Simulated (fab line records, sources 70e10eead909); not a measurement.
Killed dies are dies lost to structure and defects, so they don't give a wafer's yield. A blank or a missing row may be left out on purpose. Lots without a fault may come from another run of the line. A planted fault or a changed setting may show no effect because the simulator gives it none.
Which tool did it? | flow nand_harc | 11 lots, 33 wafers sampled, at 4 steps of a route of 1302

WHAT THE GAUGES READ, wafer by wafer
NHARC_THIN_TSV_INSPECT_40.
lot  | measured     | on                | raw_defect_count
L513 | day 24 13:46 | defect_inspect-02 | 678 552 477
L512 | day 24 21:14 | defect_inspect-01 | 669 667 604
L514 | day 25 13:02 | defect_inspect-02 | 521 473 591
L521 | day 28 02:08 | defect_inspect-02 | 446 405 381
L523 | day 29 10:13 | defect_inspect-02 | 463 490 452
L527 | day 30 09:12 | defect_inspect-02 | 499 568 652
L529 | day 30 15:02 | defect_inspect-01 | 629 564 535
L532 | day 33 03:08 | defect_inspect-01 | 6268 6430 6223
L534 | day 33 09:13 | defect_inspect-01 | 6375 6389 6416
L535 | day 33 09:13 | defect_inspect-01 | 641 562 639
L533 | day 33 09:13 | defect_inspect-02 | 6243 6308 6407

WHICH TOOL RAN EACH LOT (tool, then ch and the chambers of the sampled wafers, then the start)
lot  | NHARC_A_BONDPAD_CMP_19        | NHARC_THIN_TSV_CMP_21         | NHARC_THIN_TSV_STRIP_56
L513 | cmp-03 ch 0,1, day 23 16:11   | cmp-03 ch 0,3, day 24 06:13   | plasma_asher-01 ch 0,1, day 24 08:27
L512 | cmp-01 ch 0,1,2, day 23 19:04 | cmp-01 ch 0,3, day 24 11:59   | plasma_asher-02 ch 0,1, day 24 14:14
L514 | cmp-01 ch 1,2,3, day 24 12:27 | cmp-02 ch 1,2,3, day 25 05:25 | plasma_asher-02 ch 0,1, day 25 07:40
L521 | cmp-04 ch 1,2, day 26 21:03   | cmp-03 ch 0,3, day 27 16:52   | plasma_asher-01 ch 0,1, day 27 19:07
L523 | cmp-04 ch 0,1,2, day 28 04:26 | cmp-01 ch 2,3, day 29 02:43   | plasma_asher-02 ch 0,1, day 29 05:01
L527 | cmp-03 ch 0,1,2, day 29 08:14 | cmp-02 ch 0,1,3, day 30 01:35 | plasma_asher-02 ch 0,1, day 30 03:53
L529 | cmp-04 ch 0,1,3, day 29 13:35 | cmp-03 ch 0,2,3, day 30 06:58 | plasma_asher-02 ch 0,1, day 30 09:43
L532 | cmp-04 ch 0,1, day 31 16:42   | cmp-01 ch 0,1,2, day 32 16:38 | plasma_asher-02 ch 0,1, day 32 20:00
L534 | cmp-03 ch 0,1,2, day 32 03:08 | cmp-03 ch 0,1,3, day 32 23:47 | plasma_asher-01 ch 0,1, day 33 02:02
L535 | cmp-01 ch 0,1,3, day 32 04:47 | cmp-01 ch 2,3, day 32 23:55   | plasma_asher-02 ch 0,1, day 33 02:18
L533 | cmp-04 ch 0,2,3, day 32 06:26 | cmp-01 ch 0,1,2, day 33 01:28 | plasma_asher-01 ch 0,1, day 33 03:44
- NHARC_A_BONDPAD_CMP_19: polishes, t overpolish 30 s, cu recess touch 16 s, target thk 169.82 nm.
- NHARC_THIN_TSV_CMP_21: polishes, t overpolish 30 s, target thk 2000 nm.
- NHARC_THIN_TSV_STRIP_56: strips in O2.

THE ANSWER, worked out from the rows above alone
Rule: what is usual is taken from the lots themselves. Put in order of their means at a reading, lots are off if they are a third of the lots or fewer, leave a main group of 4 or more, and stand apart from it by a gap of 3 or more times the standard deviation of the main group's means; of several such gaps the widest counts. A main group whose means are all the same, to the digits that the tables above print for the reading, isn't used. A lot without any number at a reading at which 4 lots or more have one is off too. The other lots that the step has rows for count as sound.
Off: L532, L534, L533, at NHARC_THIN_TSV_INSPECT_40 (raw_defect_count). The main group: mean 548, standard deviation 72.
A tool fits if, at a process step before that reading, it ran every lot that is off, and no sound lot after the first of them. The gauges at NHARC_THIN_TSV_INSPECT_40 are tried like those tools. None of those tried fits.

WHAT THE SIMULATOR HAD PUT IN
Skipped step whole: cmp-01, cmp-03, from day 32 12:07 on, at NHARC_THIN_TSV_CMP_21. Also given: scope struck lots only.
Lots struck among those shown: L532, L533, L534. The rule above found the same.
